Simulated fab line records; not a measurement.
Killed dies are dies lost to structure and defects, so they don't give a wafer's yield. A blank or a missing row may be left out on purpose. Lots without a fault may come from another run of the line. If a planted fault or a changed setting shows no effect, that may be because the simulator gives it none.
Chamber matching + flow n5_finfet + rie_diel-04 running N5_GATE_CUT_ETCH_28: 4 sister chambers
The step etches underlayer in N2/H2, target depth 13 nm, time 10.4 s. 20 wafers are shown with their chamber, then 10 later ones without.

== EACH WAFER AND ITS CHAMBER ==
| wafer  | chamber | showerhead_plenum_p_Torr (Torr) | throttle_valve_pct (%) | drypump_motor_current_A (A) |
|--------|---------|---------------------------------|------------------------|-----------------------------|
| L075.3 | 3       | 2.57                            | 17.46                  | 5.1                         |
| L075.4 | 0       | 2.55                            | 17.63                  | 5.7                         |
| L075.6 | 3       | 2.57                            | 17.46                  | 5.1                         |
| L076.2 | 3       | 2.57                            | 17.47                  | 5.1                         |
| L076.3 | 1       | 2.47                            | 17.45                  | 5.7                         |
| L076.5 | 1       | 2.47                            | 17.46                  | 5.7                         |
| L077.2 | 0       | 2.55                            | 17.64                  | 5.8                         |
| L077.3 | 1       | 2.47                            | 17.46                  | 5.7                         |
| L077.5 | 3       | 2.57                            | 17.49                  | 5.0                         |
| L082.1 | 1       | 2.47                            | 17.45                  | 5.7                         |
| L082.2 | 0       | 2.54                            | 17.65                  | 5.7                         |
| L082.3 | 2       | 2.43                            | 18.06                  | 6.1                         |
| L085.4 | 0       | 2.54                            | 17.67                  | 5.7                         |
| L085.5 | 0       | 2.54                            | 17.67                  | 5.7                         |
| L085.6 | 3       | 2.57                            | 17.51                  | 5.1                         |
| L086.2 | 1       | 2.47                            | 17.47                  | 5.7                         |
| L086.4 | 0       | 2.54                            | 17.67                  | 5.7                         |
| L086.5 | 1       | 2.47                            | 17.50                  | 5.7                         |
| L088.1 | 2       | 2.43                            | 18.05                  | 6.0                         |
| L088.3 | 3       | 2.56                            | 17.49                  | 5.0                         |

SIGNATURES, as means of the wafers listed above
| reading                  | chamber 0 | chamber 1 | chamber 2 | chamber 3 | scatter within a chamber |
|--------------------------|-----------|-----------|-----------|-----------|--------------------------|
| showerhead_plenum_p_Torr | 2.5433    | 2.4700    | 2.4300    | 2.5683    | 0.00368                  |
| throttle_valve_pct       | 17.6550   | 17.4650   | 18.0550   | 17.4800   | 0.0183                   |
| drypump_motor_current_A  | 5.717     | 5.700     | 6.050     | 5.067     | 0.0408                   |
Rule: for a wafer and a chamber, the distance is found by dividing, reading by reading, the gap between the wafer's reading and the chamber's mean by the reading's scatter, squaring, summing and taking the root. The wafer belongs to the nearest chamber; if the next one is less than 2 further off, it can't be placed. The scatter: the root of (the sum of the squares of (reading less its chamber's mean) over the shown wafers, divided by (wafers less chambers)).

== WAFERS WHOSE CHAMBER IS MISSING ==
| wafer  | showerhead_plenum_p_Torr (Torr) | throttle_valve_pct (%) | drypump_motor_current_A (A) |
|--------|---------------------------------|------------------------|-----------------------------|
| L088.4 | 2.47                            | 17.49                  | 5.7                         |
| L089.3 | 2.47                            | 17.49                  | 5.7                         |
| L089.4 | 2.54                            | 17.69                  | 5.7                         |
| L089.5 | 2.43                            | 18.06                  | 6.0                         |
| L093.1 | 2.46                            | 17.49                  | 5.7                         |
| L093.2 | 2.54                            | 17.68                  | 5.7                         |
| L093.6 | 2.42                            | 18.09                  | 6.1                         |
| L094.2 | 2.54                            | 17.69                  | 5.7                         |
| L094.3 | 2.56                            | 17.53                  | 5.1                         |
| L094.6 | 2.54                            | 17.70                  | 5.8                         |

== EACH ONE'S CHAMBER ==
| wafer  | from the rows above | in truth |
|--------|---------------------|----------|
| L088.4 | 1                   | 1        |
| L089.3 | 1                   | 1        |
| L089.4 | 0                   | 0        |
| L089.5 | 2                   | 2        |
| L093.1 | 1                   | 1        |
| L093.2 | 0                   | 0        |
| L093.6 | 2                   | 2        |
| L094.2 | 0                   | 0        |
| L094.3 | 3                   | 3        |
| L094.6 | 0                   | 0        |
Correctly placed: 10 of 10. Can't be placed from these rows: 0. 0 placed wrongly.
